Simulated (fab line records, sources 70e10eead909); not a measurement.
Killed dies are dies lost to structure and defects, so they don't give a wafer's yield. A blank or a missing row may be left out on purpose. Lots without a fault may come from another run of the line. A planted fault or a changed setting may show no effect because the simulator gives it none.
A struck lot beside a sound one | flow nand_harc | 14 steps out of a route of 1302
Sound: wafers L499.3, L499.4, L499.5. Struck: wafers L491.1, L491.2, L491.4. The cause comes at the end.
At each step with rows: each side's tool, then ch and its chambers, then its first start. Under that, the readings that differ: sound wafers | struck wafers | difference of the means | sigmas: that difference in standard deviations of wafers without a fault.
alike: readings whose means differ by less than 2 such deviations, and words and numbers that are the same on both sides. not compared: withheld readings, readings that some wafer has no value for, bounds like >300 that may hide the same value, and numbers for which the record gives no deviation and whose values overlap.
The two part at a step that has a row with sigmas, a row that says differs or no value, or rows on one side only. Numbers that don't overlap but have no deviation are shown without sigmas and don't part them. A reading that every wafer of one side lacks parts them only if that side has two wafers or more.

NHARC_A_SGD_CUT_ETCHBACK_24: etches the open film in CH3F/O2, target depth 50 nm, time 92.857 s.
  sound on rie_diel-10 ch 0,2,3, day 27 17:23; struck on rie_diel-13 ch 0,1,3, day 24 12:44
  alike: drypump_motor_current_A, mfc_ar_sccm, oes_product_au, rf_vpp_V, showerhead_plenum_p_Torr, throttle_valve_pct
  not compared: rf_hours_counter_h
NHARC_A_SGD_CUT_STRIP_28: strips in O2, time 20 s.
  sound on rie_diel-10 ch 1,2,3; struck on rie_diel-13 ch 0,1,2
  alike: drypump_motor_current_A, mfc_ar_sccm, oes_product_au, rf_vpp_V, showerhead_plenum_p_Torr, throttle_valve_pct
  not compared: rf_hours_counter_h
NHARC_A_SGD_CUT_INSPECT_25:
  sound on defect_inspect-02, day 27 17:40; struck on defect_inspect-02, day 24 12:57
  reading          | sound       | struck      | difference | sigmas
  raw_defect_count | 308 288 363 | 488 426 564 | +173       | +2
NHARC_A_SLIT_DEP_25: deposits SiO2, target thk 200 nm.
  sound on pecvd-02 ch 0,2, day 27 17:58; struck on pecvd-04 ch 0,1,2, day 24 13:01
  alike: chamber_pressure_Torr, heater_power_w, throttle_valve_pct
NHARC_A_SLIT_DEP_00: deposits aC, target thk 6200 nm.
  sound on acl_dep-03 ch 0, day 27 19:31; struck on acl_dep-01 ch 0, day 24 16:48
  alike: throttle_valve_pct
NHARC_A_SLIT_DEP_23: deposits SiON, target thk 100 nm.
  sound on pecvd-01 ch 0,1,2, day 27 22:02; struck on pecvd-04 ch 0,1,2, day 24 20:37
  alike: chamber_pressure_Torr, heater_power_w
then, 6 steps without rows for these wafers: NHARC_A_SLIT_DEHYDRATE_01 (time 120 s); NHARC_A_SLIT_HMDS_02 (time 30 s); NHARC_A_SLIT_COAT_03 (resist thk 90 nm); NHARC_A_SLIT_SOFTBAKE_04 (time 55 s); NHARC_A_SLIT_EBR_05; NHARC_A_SLIT_EXPOSE_06 (exposes mask SLIT).
NHARC_A_SLIT_PEB_07: peb time 65 s.
  sound on litho_track-04 ch 0, day 27 22:38; struck on litho_track-04, day 24 21:13
  no value came back on the struck wafers for chill_plate_temp_C (C), exhaust_pa (Pa); on the sound wafers chill_plate_temp_C (C) reads 23.00 23.11 22.99
then, 1 step without rows for these wafers: NHARC_A_SLIT_DEVELOP_08 (develop time 35 s).

WHERE THEY PART
First at NHARC_A_SGD_CUT_INSPECT_25; last, within this record, at NHARC_A_SLIT_PEB_07.

WHY: what the simulator had put in
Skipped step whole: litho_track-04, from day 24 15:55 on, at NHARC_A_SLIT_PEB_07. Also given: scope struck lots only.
